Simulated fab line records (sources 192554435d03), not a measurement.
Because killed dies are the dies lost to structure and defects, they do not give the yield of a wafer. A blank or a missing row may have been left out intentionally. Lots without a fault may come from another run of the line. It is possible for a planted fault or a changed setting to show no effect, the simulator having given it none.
Split-lot experiment | flow n5_finfet | 39 wafers read across 7 lots, on a route 1938 steps long

== THE SPLIT ==
At N5_BEOL_M2_ILD_DEP_00 (deposits SiOC from DEMS/O2, target thk 79 nm, time 15.3 s), the setting target_thk_a was moved away from the recipe's 790 angstrom on 9 of the 39 wafers read, by -24.4% to +56.5%. This setting was run at the recipe's value on the other wafers.

Between the split and the reading, the file records no step.

== THE READING ==
M2_ILD_THK (nm), taken at N5_BEOL_M2_THK_MEAS_01. A value of 78.8 nm with a standard deviation of 1.1 nm is what fault-free wafers of this fab line usually give.

wafer  | tool, chamber at the split | target_thk_a as run, angstrom | against the recipe | M2_ILD_THK, nm | against lot-mates on the recipe
L076.1 | pecvd-01, 2                | 790                           | recipe             | 77.4           | -
L076.2 | pecvd-01, 1                | 790                           | recipe             | 77.8           | -
L076.3 | pecvd-01, 0                | 790                           | recipe             | 77.0           | -
L076.4 | pecvd-01, 0                | 790                           | recipe             | 78.5           | -
L076.5 | pecvd-01, 1                | 790                           | recipe             | 79.7           | -
L076.6 | pecvd-01, 2                | 790                           | recipe             | 79.3           | -
L078.1 | pecvd-02, 1                | 790                           | recipe             | 77.6           | -
L078.3 | pecvd-02, 0,1              | 790                           | recipe             | 78.5           | -
L078.6 | pecvd-02, 0,1              | 790                           | recipe             | 78.7           | -
L079.1 | pecvd-03, 0                | 790                           | recipe             | 79.6           | -
L079.2 | pecvd-03, 1                | 790                           | recipe             | 78.6           | -
L079.3 | pecvd-03, 2                | 790                           | recipe             | 78.7           | -
L079.4 | pecvd-03, 1                | 790                           | recipe             | 79.4           | -
L079.5 | pecvd-03, 2                | 790                           | recipe             | 80.2           | -
L079.6 | pecvd-03, 0                | 790                           | recipe             | 80.9           | -
L087.1 | pecvd-03, 0,2              | 790                           | recipe             | 79.1           | -
L087.2 | pecvd-03, 1                | 790                           | recipe             | 77.5           | -
L087.3 | pecvd-03, 2                | 790                           | recipe             | 77.3           | -
L087.4 | pecvd-03, 0                | 790                           | recipe             | 80.1           | -
L087.5 | pecvd-03, 0,2              | 790                           | recipe             | 79.3           | -
L087.6 | pecvd-03, 1                | 790                           | recipe             | 78.2           | -
L090.1 | pecvd-02, 1                | 1236                          | +56.5%             | 121.8          | +43.4
L090.2 | pecvd-02, 0                | 1236                          | +56.5%             | 122.5          | +44.1
L090.3 | pecvd-02, 0                | 790                           | recipe             | 79.3           | -
L090.4 | pecvd-02, 1                | 790                           | recipe             | 78.1           | -
L090.5 | pecvd-02, 1                | 790                           | recipe             | 77.8           | -
L090.6 | pecvd-02, 0                | 1236                          | +56.5%             | 124.0          | +45.6
L094.1 | pecvd-03, 2                | 790                           | recipe             | 78.1           | -
L094.2 | pecvd-03, 1                | 994.2                         | +25.8%             | 96.6           | +17.1
L094.3 | pecvd-03, 0                | 994.2                         | +25.8%             | 100.2          | +20.7
L094.4 | pecvd-03, 0                | 790                           | recipe             | 80.3           | -
L094.5 | pecvd-03, 2                | 994.2                         | +25.8%             | 100.7          | +21.2
L094.6 | pecvd-03, 1                | 790                           | recipe             | 80.1           | -
L097.1 | pecvd-01, 1                | 790                           | recipe             | 79.2           | -
L097.2 | pecvd-01, 0                | 596.9                         | -24.4%             | 58.7           | -20.6
L097.3 | pecvd-01, 2                | 790                           | recipe             | 78.6           | -
L097.4 | pecvd-01, 0                | 790                           | recipe             | 80.2           | -
L097.5 | pecvd-01, 1                | 596.9                         | -24.4%             | 60.4           | -18.9
L097.6 | pecvd-01, 2                | 596.9                         | -24.4%             | 60.7           | -18.6
The file does not say which wafer passed through which chamber wherever a row lists several chambers: such a row stands for several wafers.

FIT RESULTS
A straight line over all 39 wafers: M2_ILD_THK changes by +0.778 nm for each +1% of target_thk_a; r = +1.00; the points scatter about the line by 1.1 nm.
The same after taking each lot's own level away (the mean of its wafers on the recipe; 39 wafers): +0.784 nm for each +1%; r = +1.00; scatter 1 nm.
On that fit, the largest move of target_thk_a shifts the reading by 44 nm.
Across the lots, their own levels run from 78.27 to 79.57 nm, a range of 1.2 times the standard deviation given above.
Consequently the slope shifts little with the lot-to-lot level, the two slopes agreeing.
Check: +44.5 nm against its lot-mates is what the line predicts for one of the wafers moved furthest among these (+56.5%) when that wafer is left out of the fit. Against them it came out at +43.4 nm.

== THE WHOLE CHAIN: every reading that the file lists as answering this split, in the file's order ==
step                   | what it does                                              | reading                                                                            | change (the file's fit)               | r (the file's)
N5_BEOL_M2_ILD_DEP_00  | deposits SiOC from DEMS/O2, target thk 79 nm, time 15.3 s | SiOC_of_BEOL_M2_ILD_DEP_00.thk_nm (the simulator's own value, which no gauge read) | +0.782 nm for each +1% of the setting | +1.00
N5_BEOL_M2_THK_MEAS_01 |                                                           | M2_ILD_THK                                                                         | +0.783 for each +1% of the setting    | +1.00

== THE FILE'S OWN FIT ==
M2_ILD_THK changes by +0.783 nm for each +1% of target_thk_a, r = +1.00.
